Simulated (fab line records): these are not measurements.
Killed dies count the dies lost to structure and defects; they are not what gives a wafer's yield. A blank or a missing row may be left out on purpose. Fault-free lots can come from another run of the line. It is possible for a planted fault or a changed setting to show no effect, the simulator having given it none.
Problem report, 8D (eight disciplines) form, completed by code || flow n5_finfet || the parts of the form that need people (team, actions taken, sign-off) are left out

== 1. PROBLEM STATEMENT ==
At N5_STI_FIN_REVEAL_FIN_H_MEAS_10, trench_depth_nm averages 66.0 nm over 3 wafers from 2 lots, while fault-free wafers read 51.9 nm, standard deviation 0.77. That puts it +18 standard deviations away from the usual mean.
First observed at day 5 13:44: wafer L323.3, on ocd-01. Wafers with a number at this step in the record: 24, from 9 lots. The rule behind "out" and "out of limits": a value lying over 4 standard deviations away from the usual mean. The other wafers with a number count as sound.

== 2. WHAT THIS IS AND IS NOT ==
{"question": "which readings at this step", "is": "trench_depth_nm", "is not": "-"}
{"question": "which lots", "is": "L323, L324", "is not": "L311, L312, L314, L329, L332, L333, L334"}
{"question": "which wafers of those lots", "is": "L323.3, L323.6, L324.3", "is not": "L323.4, L324.4"}
{"question": "read on which gauges", "is": "ocd-01", "is not": "ocd-02"}
{"question": "when", "is": "from day 5 13:44", "is not": "up to then (10 sound wafers); but 11 sound wafers of L324, L329, L332, L333, L334 came after"}

== 3. THE SUSPECTS, EACH WITH WHAT RULES IT OUT ==
Counting: any tool at a process step up to the reading remains a suspect provided it ran every lot that is out. Sound lots after the first of them don't rule it out here, since some wafers of a struck lot are sound.
- the gauge at N5_STI_FIN_REVEAL_FIN_H_MEAS_10: kept. All the wafers that are out were read on ocd-01, and no step on other tools shows them out.
- vapor_etch-02 at N5_STI_FIN_REVEAL_RECESS_09 (chemistry HF/NH3, target SiO2, afs cycles 11, target depth 42.5 nm, sublimation time 60 s): kept. Ran every lot that is out, first one L323 (day 5 11:34); last sound lot up to then L311 (day 2 11:02).
After counting, vapor_etch-02 at N5_STI_FIN_REVEAL_RECESS_09 and ocd-01 at N5_STI_FIN_REVEAL_FIN_H_MEAS_10 remain.

== 4. THE CAUSE (what the simulator had put in) ==
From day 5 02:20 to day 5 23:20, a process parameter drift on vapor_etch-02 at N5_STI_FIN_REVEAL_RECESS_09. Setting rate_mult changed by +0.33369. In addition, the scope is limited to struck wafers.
After counting, 2 suspects remain, this tool included.

== 5. THE EFFECT CHAIN, in route order ==
Each row: a reading whose mean over the struck wafers that have a number lies more than 3 standard deviations from the usual. Readings are gone through only where the record gives a usual standard deviation; hours: the median, over the lots, of the time from a lot's start at the first step in this table giving one to that lot's start at this step; sigmas: the change measured in usual standard deviations.
{"hours": 0, "step": "N5_STI_FIN_REVEAL_FIN_H_MEAS_10", "reading": "trench_depth_nm", "usual": "51.9 nm", "on struck wafers": 66.0, "change": "+14.1", "sigmas": "+18"}
Later measuring or inspecting steps at which every struck wafer that the step has a row for has a number for every such reading, and none has moved that far: N5_DUMMY_GATE_THK_MEAS_05, N5_BEOL_M4_RC_MEAS_101.

== 6. HOW IT WOULD HAVE BEEN CAUGHT EARLIER ==
The first out-of-limits reading at a measuring or inspecting step in this record came at day 5 13:44, 11 hours after the fault's start at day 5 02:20.
Tool readings at N5_STI_FIN_REVEAL_RECESS_09 with a usual standard deviation given in the record: none out on any struck wafer, hence no alarm at a limit of 4 standard deviations on them.
L324, from the lots that are out (2), started N5_STI_FIN_REVEAL_RECESS_09 on vapor_etch-02 later than day 5 13:44. Holding the tool at that time would have saved it.
